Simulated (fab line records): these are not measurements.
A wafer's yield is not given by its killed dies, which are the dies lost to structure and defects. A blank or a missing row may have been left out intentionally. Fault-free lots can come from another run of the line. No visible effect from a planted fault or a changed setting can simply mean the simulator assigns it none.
One fault through the eyes of 3 desks || flow nand-harc || each desk holds nothing but its own numbers, with what lay behind them at the end

== AT THE TOOL OWNER'S DESK: rie-diel-04 ==
The tool's own readings at NHARC_A_CHANNEL_HOLE_D2_ETCH_34 (etches the open film in CF4/CHF3, target depth 154 nm, time 77 s): means of the sampled wafers that have a number, for each lot that ran on this tool. A lot is out of limits, marked OUT, if its mean lies more than 4 standard deviations from the usual mean; the brackets give that distance.
Columns: A = cf4-flow-sccm at NHARC_A_CHANNEL_HOLE_D2_ETCH_34, usual 99.96 sccm; B = drypump-motor-current-A at NHARC_A_CHANNEL_HOLE_D2_ETCH_34, usual 5.9 A; C = oes-product-au at NHARC_A_CHANNEL_HOLE_D2_ETCH_34, usual 0.964 a.u.; D = rf-fwd-power-W at NHARC_A_CHANNEL_HOLE_D2_ETCH_34, usual 496.1 W; E = rf-vpp-V at NHARC_A_CHANNEL_HOLE_D2_ETCH_34, usual 369.6 V; F = showerhead-plenum-p-Torr at NHARC_A_CHANNEL_HOLE_D2_ETCH_34, usual 1.54 Torr; G = throttle-valve-pct at NHARC_A_CHANNEL_HOLE_D2_ETCH_34, usual 16.802 %
{"lot": "L179", "first seen here": "day 14 18:37", "A": 99.73, "B": 5.7, "C": 0.972, "D": 497.9, "E": 368.0, "F": 1.51, "G": 16.796}
{"lot": "L189", "first seen here": "day 18 23:24", "A": 100.07, "B": 5.7, "C": 0.945, "D": 496.9, "E": 367.6, "F": 1.51, "G": 16.799}
{"lot": "L188", "first seen here": "day 19 01:26", "A": 99.89, "B": 5.9, "C": 0.925, "D": 496.4, "E": 368.8, "F": 1.51, "G": 16.797}
{"lot": "L191", "first seen here": "day 19 22:30", "A": 100.00, "B": 5.7, "C": 0.912, "D": 495.8, "E": 367.9, "F": 1.52, "G": 16.810}
This desk's verdict: no lot among the 4 shows anything out of limits.

== FROM THE METROLOGY DESK ==
Means of the sampled wafers that have a number, per lot and without regard to the tool the lot ran on: this is what the gauges read. A lot is out of limits, marked OUT, if its mean lies more than 4 standard deviations from the usual mean; the brackets give that distance.
Columns: A = cd-nm at NHARC_A_CHANNEL_HOLE_D2_CD_MEAS_10, usual 100.0 nm; B = overlay-x-nm at NHARC_A_CHANNEL_HOLE_D2_OVL_MEAS_11, usual -0.3 nm; C = overlay-y-nm at NHARC_A_CHANNEL_HOLE_D2_OVL_MEAS_11, usual -0.2 nm
{"lot": "L177", "first seen here": "day 14 00:07", "A": 100.7, "B": 0.2, "C": -1.7}
{"lot": "L179", "first seen here": "day 14 17:59", "A": 99.9, "B": 1.7, "C": -1.1}
{"lot": "L189", "first seen here": "day 18 22:46", "A": 100.0, "B": 0.1, "C": -0.1}
{"lot": "L188", "first seen here": "day 19 00:49", "A": 99.5, "B": 0.6, "C": -0.6}
{"lot": "L191", "first seen here": "day 19 21:52", "A": 99.9, "B": 0.4, "C": -0.5}
{"lot": "L197", "first seen here": "day 22 00:26", "A": 99.6, "B": -0.3, "C": 0.8}
{"lot": "L198", "first seen here": "day 23 06:55", "A": 99.9, "B": -0.5, "C": 0.1}
This desk's verdict: no lot among the 7 shows anything out of limits.

== THE DEFECT DESK ==
For each lot, the counts of the inspections along the route, averaged over the sampled wafers that have a number. A lot is out of limits, marked OUT, if its mean lies more than 4 standard deviations from the usual mean; the brackets give that distance.
Columns: A = raw-defect-count at NHARC_A_CHANNEL_HOLE_D2_INSPECT_12, usual 26
{"lot": "L177", "first seen here": "day 14 00:14", "A": 55}
{"lot": "L179", "first seen here": "day 14 18:07", "A": 46}
{"lot": "L189", "first seen here": "day 18 22:54", "A": 61}
{"lot": "L188", "first seen here": "day 19 00:56", "A": 56}
{"lot": "L191", "first seen here": "day 19 22:00", "A": 20}
{"lot": "L197", "first seen here": "day 22 00:34", "A": 8}
{"lot": "L198", "first seen here": "day 23 07:03", "A": 27}
This desk's verdict: no lot among the 7 shows anything out of limits.

== PUT TOGETHER ==
Nothing out of limits was seen by the tool owner's desk.
The metrology desk saw nothing out of limits.
The defect desk saw nothing out of limits.

== WHAT WAS PUT IN BY THE SIMULATOR ==
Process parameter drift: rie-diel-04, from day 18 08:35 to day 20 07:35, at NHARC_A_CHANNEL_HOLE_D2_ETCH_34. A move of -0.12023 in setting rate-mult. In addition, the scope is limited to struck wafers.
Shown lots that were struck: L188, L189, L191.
